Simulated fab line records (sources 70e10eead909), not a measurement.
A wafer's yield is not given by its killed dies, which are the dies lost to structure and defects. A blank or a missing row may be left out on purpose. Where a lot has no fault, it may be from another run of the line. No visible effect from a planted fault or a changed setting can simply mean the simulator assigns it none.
A lot that was struck, set against a sound lot / flow nand harc / 15 out of 1302 route steps
Sound: wafers L592.3, L592.5, L592.6. Struck: wafer L595.4. (L595.2, L595.5 of the same lot were not struck and are left out.) The cause comes at the end.
For every step that has rows: the tool of each side, followed by ch and its chambers, followed by its first start. Under that, the readings that differ: sound wafers / struck wafers / difference of the means / sigmas: that difference in standard deviations of wafers without a fault.
alike: same words and numbers on both sides, and readings whose means sit less than 2 such deviations apart. not compared: any withheld reading, any reading some wafer has no value for, any bound like >300 that may hide the same value, and any number with overlapping values for which the record gives no deviation.
The two part at a step that has a row with sigmas, a row that says differs or no value, or rows on one side only. Non-overlapping numbers with no deviation appear without sigmas and do not part them. Lack of a reading on every wafer of one side parts them only where that side has two or more wafers.

first, 1 step without rows for these wafers: NHARC_A_CHANNEL_HOLE_D1_STRIP_43 (strips in O2/COS).
NHARC_A_CHANNEL_HOLE_D1_ETCH_44: etches the open film in CF4/O2, target depth 140 nm, overetch 14 nm, time 77 s.
  sound on rie diel-09 ch 1,2, day 12 00:04; struck on rie diel-05 ch 2, day 13 14:39
reading=oes product au (a.u.); sound=0.978 1.000 0.981; struck=1.009; difference=+0.023; sigmas=+2
  alike: bias w, drypump motor current A, rf vpp V, showerhead plenum p Torr, throttle valve pct
  not compared: rf hours counter h
NHARC_A_CHANNEL_HOLE_D1_STRIP_27: strips in O2.
  sound: rie diel-09 ch 1,2,3; struck: rie diel-05 ch 2
reading=oes product au (a.u.); sound=0.983 0.973 1.003; struck=1.005; difference=+0.019; sigmas=+2
reading=rf vpp V (V); sound=58.8 58.4 58.5; struck=55.6; difference=-3.0; sigmas=-3
  alike: drypump motor current A, showerhead plenum p Torr, throttle valve pct
  not compared: rf hours counter h
then, 2 steps without rows for these wafers: NHARC_A_CHANNEL_HOLE_D1_PRECLEAN_28 (cleans in SC1); NHARC_A_CHANNEL_HOLE_D1_SRD_29.
NHARC_A_CHANNEL_HOLE_D1_CD_MEAS_30:
  sound: cd sem-02 at day 12 00:52; struck: cd sem-03 at day 13 15:27
  alike: cd nm
NHARC_A_CHANNEL_HOLE_D1_XSEM_31:
  sound on xsem-01 ch 0, day 12 00:56; struck on xsem-01 ch 0, day 13 15:33
  alike: bot cd nm, bow nm, tilt deg
NHARC_A_CHANNEL_HOLE_D1_INSPECT_40:
  sound: defect inspect-02 at day 12 01:02; struck: defect inspect-01 at day 13 15:38
  alike: raw defect count
then, 2 steps without rows for these wafers: NHARC_A_CHANNEL_FILL_D1_PRECLEAN_00 (cleans in SC1); NHARC_A_CHANNEL_FILL_D1_SRD_01.
NHARC_A_CHANNEL_FILL_D1_ALD_02: deposits SiO2, target thk 6 nm, pulse time 10 s, ald cycles 60.
  sound on ald hk-02 ch 2,3, day 12 01:19; struck on ald hk-02 ch 1, day 13 15:50
reading=heater power w (W); sound=466 465 486; struck=349; difference=-123; sigmas=-3
  alike: precursor pulse height rel
  not compared: ald cycles
NHARC_A_CHANNEL_FILL_D1_ALD_03: deposits SiNx, target thk 6 nm, pulse time 60 s, ald cycles 58.
  sound: ald sin batch-03 ch 0; struck: ald sin batch-01 ch 0
reading=precursor pulse height rel; sound=1.008 1.006 1.055; struck=0.980; difference=-0.043; sigmas=-2
  not compared: ald cycles
NHARC_A_CHANNEL_FILL_D1_ALD_14: deposits SiO2, target thk 2.5 nm, pulse time 10 s, ald cycles 25.
  sound on ald hk-01 ch 0,1,3, day 12 08:19; struck on ald hk-02 ch 0, day 14 00:34
reading=ald cycles; sound=25 25 25; struck=27; difference=+2; sigmas=
  alike: heater power w, precursor pulse height rel
then, 2 steps without rows for these wafers: NHARC_A_CHANNEL_FILL_D1_ALD_15 (deposits SiNx, target thk 2 nm, pulse time 60 s, ald cycles 19); NHARC_END_SORT_01.

== WHERE THEY PART ==
First at NHARC_A_CHANNEL_HOLE_D1_ETCH_44; last, within this record, at NHARC_A_CHANNEL_FILL_D1_ALD_03. Later steps at which nothing parts them and some readings are alike: NHARC_A_CHANNEL_FILL_D1_ALD_14.

WHY: the cause the simulator had injected
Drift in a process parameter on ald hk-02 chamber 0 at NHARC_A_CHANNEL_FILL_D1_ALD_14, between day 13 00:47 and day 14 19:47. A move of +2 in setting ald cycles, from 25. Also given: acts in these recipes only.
